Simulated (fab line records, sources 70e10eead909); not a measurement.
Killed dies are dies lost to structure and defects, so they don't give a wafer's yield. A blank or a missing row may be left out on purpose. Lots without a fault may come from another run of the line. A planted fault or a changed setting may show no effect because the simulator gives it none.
A struck lot beside a sound one | flow nand_harc | 18 steps out of a route of 1302
Sound: wafers L559.3, L559.4, L559.5. Struck: wafers L571.3, L571.5, L571.6. The cause comes at the end.
At each step with rows: each side's tool, then ch and its chambers, then its first start. Under that, the readings that differ: sound wafers | struck wafers | difference of the means | sigmas: that difference in standard deviations of wafers without a fault.
alike: readings whose means differ by less than 2 such deviations, and words and numbers that are the same on both sides. not compared: withheld readings, readings that some wafer has no value for, bounds like >300 that may hide the same value, and numbers for which the record gives no deviation and whose values overlap.
The two part at a step that has a row with sigmas, a row that says differs or no value, or rows on one side only. Numbers that don't overlap but have no deviation are shown without sigmas and don't part them. A reading that every wafer of one side lacks parts them only if that side has two wafers or more.

first, 1 step without rows for these wafers: NHARC_A_M0_SRD_25.
NHARC_A_M0_INSPECT_27:
  sound on defect_inspect-02, day 26 23:43; struck on defect_inspect-02, day 31 23:28
  alike: raw_defect_count
NHARC_A_M0_PRE_CLEAN_31: time 12 s.
  sound on pecvd-04 ch 0,1,2, day 26 23:48; struck on pecvd-04 ch 1,2, day 31 23:33
  alike: heater_power_w
  not compared: since_wet_clean_h
NHARC_A_M0_DEP_32: deposits SiCN, target thk 30 nm.
  sound on pecvd-04 ch 0,1,2, day 26 23:55; struck on pecvd-04 ch 1,2, day 31 23:40
  alike: heater_power_w, showerhead_vpp_V
  not compared: since_wet_clean_h
then, 7 steps without rows for these wafers: NHARC_A_M1_DEP_00 (deposits SiOC, target thk 182.5 nm); NHARC_A_M1_DEHYDRATE_01 (time 120 s); NHARC_A_M1_HMDS_02 (time 30 s); NHARC_A_M1_COAT_34 (time 65 s); NHARC_A_M1_COAT_03 (resist thk 90 nm); NHARC_A_M1_SOFTBAKE_04 (time 55 s); NHARC_A_M1_EBR_05.
NHARC_A_M1_EXPOSE_06: exposes mask A M1, target cd 120 nm.
  sound on arfi_scanner-02 ch 0, day 27 01:20; struck on arfi_scanner-02 ch 0, day 32 00:44
  reading                      | sound                   | struck            | difference | sigmas
  model.A_M1.overlay_x_nm (nm) | -0.4391 -0.4391 -0.4391 | 33.81 33.81 33.81 | +34.25     |
  alike: mask, reticle_temp_C
then, 2 steps without rows for these wafers: NHARC_A_M1_PEB_07 (peb time 65 s); NHARC_A_M1_DEVELOP_08 (develop time 35 s).
NHARC_A_M1_CD_MEAS_09: target cd 120 nm.
  sound on cd_sem-03 ch 0, day 27 01:28; struck on cd_sem-02 ch 0, day 32 00:52
  alike: cd_nm
NHARC_A_M1_OVL_MEAS_10: pitch 240 nm.
  sound on overlay-02, day 27 01:33; struck on overlay-01, day 32 00:57
  reading           | sound          | struck         | difference | sigmas
  overlay_x_nm (nm) | -0.7 -0.3 -0.2 | 34.7 33.6 33.7 | +34.4      | +41
  alike: overlay_y_nm
NHARC_A_M1_INSPECT_11:
  sound on defect_inspect-01, day 27 01:35; struck on defect_inspect-02, day 32 00:59
  alike: raw_defect_count
NHARC_END_SORT_01:
  the record has rows for the sound wafers here (prober-01 ch 0, day 28 17:15) and none for the struck ones

WHERE THEY PART
First at NHARC_A_M1_OVL_MEAS_10; last, within this record, at NHARC_END_SORT_01.

WHY: what the simulator had put in
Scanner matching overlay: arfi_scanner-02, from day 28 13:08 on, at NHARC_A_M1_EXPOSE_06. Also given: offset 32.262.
